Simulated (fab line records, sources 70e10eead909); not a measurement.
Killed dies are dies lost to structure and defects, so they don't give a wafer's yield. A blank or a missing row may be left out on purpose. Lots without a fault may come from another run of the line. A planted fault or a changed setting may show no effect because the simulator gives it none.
Chamber matching | flow nand_harc | NHARC_A_STAIRCASE_DEP_417 on pecvd-03: 3 sister chambers
The step deposits Si3N4, target thk 60 nm. 6 wafers are shown with their chamber, then 11 later ones without.

WAFERS WITH THEIR CHAMBER
wafer  | chamber | heater_power_w (W)
L084.5 | 2       | 712
L085.1 | 2       | 601
L085.4 | 1       | 784
L086.1 | 1       | 718
L086.5 | 0       | 750
L087.3 | 0       | 755

WAFERS WITHOUT THEIR CHAMBER
wafer  | heater_power_w (W)
L087.5 | 670
L087.6 | 728
L088.1 | 654
L088.3 | 742
L088.5 | 751
L093.3 | 672
L093.4 | 679
L093.5 | 623
L097.2 | 715
L097.3 | 600
L097.6 | 601

WHICH CHAMBER EACH WENT THROUGH
wafer  | from the rows above          | in truth
L087.5 | can't be placed: 2 or 1 or 0 | 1
L087.6 | can't be placed: 1 or 0 or 2 | 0
L088.1 | can't be placed: 2 or 1 or 0 | 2
L088.3 | can't be placed: 1 or 0 or 2 | 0
L088.5 | can't be placed: 1 or 0 or 2 | 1
L093.3 | can't be placed: 2 or 1 or 0 | 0
L093.4 | can't be placed: 2 or 1 or 0 | 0
L093.5 | can't be placed: 2 or 1 or 0 | 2
L097.2 | can't be placed: 1 or 0 or 2 | 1
L097.3 | can't be placed: 2 or 1 or 0 | 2
L097.6 | can't be placed: 2 or 1 or 0 | 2
Placed correctly: 0 of 11. Can't be placed from these rows: 11 (the true chamber is among the candidates in 11). Placed wrongly: 0.
How it was worked out, from the rows above alone: a wafer's distance from a chamber is the root of the sum, over the readings, of the square of ((its reading less the chamber's mean) divided by the reading's scatter). The wafer belongs to the nearest chamber; if the next one is less than 2 further off, it can't be placed. A chamber's mean is the mean of its shown wafers. The scatter: the root of (the sum of the squares of (reading less its chamber's mean) over the shown wafers, divided by (wafers less chambers)).
